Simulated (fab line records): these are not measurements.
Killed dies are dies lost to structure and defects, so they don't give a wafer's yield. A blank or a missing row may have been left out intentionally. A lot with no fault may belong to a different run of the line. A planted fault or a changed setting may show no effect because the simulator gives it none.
Matching of chambers :: flow n5_finfet :: N5_BEOL_M5_DESCUM_16 on rie_diel-03 has 4 sister chambers
The step chemistry O2, time 7 s. 4 wafers are shown with their chamber, then 8 later ones without.

## WAFERS, EACH WITH ITS CHAMBER
wafer: L078.1
chamber: 0
showerhead_plenum_p_Torr (Torr): 2.16

wafer: L078.6
chamber: 2
showerhead_plenum_p_Torr (Torr): 2.18

wafer: L082.4
chamber: 3
showerhead_plenum_p_Torr (Torr): 1.93

wafer: L092.1
chamber: 1
showerhead_plenum_p_Torr (Torr): 2.16

## WAFERS WITHOUT THEIR CHAMBER
wafer: L092.4
showerhead_plenum_p_Torr (Torr): 2.16

wafer: L092.6
showerhead_plenum_p_Torr (Torr): 2.18

wafer: L093.1
showerhead_plenum_p_Torr (Torr): 1.92

wafer: L093.4
showerhead_plenum_p_Torr (Torr): 2.16

wafer: L093.5
showerhead_plenum_p_Torr (Torr): 2.17

wafer: L096.2
showerhead_plenum_p_Torr (Torr): 1.91

wafer: L096.3
showerhead_plenum_p_Torr (Torr): 2.17

wafer: L096.6
showerhead_plenum_p_Torr (Torr): 2.15

## EACH ONE'S CHAMBER
wafer: L092.4
from the rows above: can't be placed: 0 or 1
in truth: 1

wafer: L092.6
from the rows above: 2
in truth: 2

wafer: L093.1
from the rows above: 3
in truth: 3

wafer: L093.4
from the rows above: can't be placed: 0 or 1
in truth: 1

wafer: L093.5
from the rows above: can't be placed: 0 or 1 or 2
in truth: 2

wafer: L096.2
from the rows above: 3
in truth: 3

wafer: L096.3
from the rows above: can't be placed: 0 or 1 or 2
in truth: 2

wafer: L096.6
from the rows above: can't be placed: 0 or 1
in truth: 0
3 of 8 placed correctly. These rows do not allow placing 5 (true chamber among the candidates in 5). Number placed wrongly: 0.
How it was worked out, from the rows above alone: a wafer's distance from a chamber is the root of the sum, over the readings, of the square of ((its reading less the chamber's mean) divided by the reading's scatter). The wafer belongs to the nearest chamber; if the next one is less than 2 further off, it can't be placed. Each chamber's mean is taken over the wafers shown for it. The scatter (one wafer shown for each chamber): square how far every hidden wafer sits from the nearest shown wafer, average those squares and take the square root.
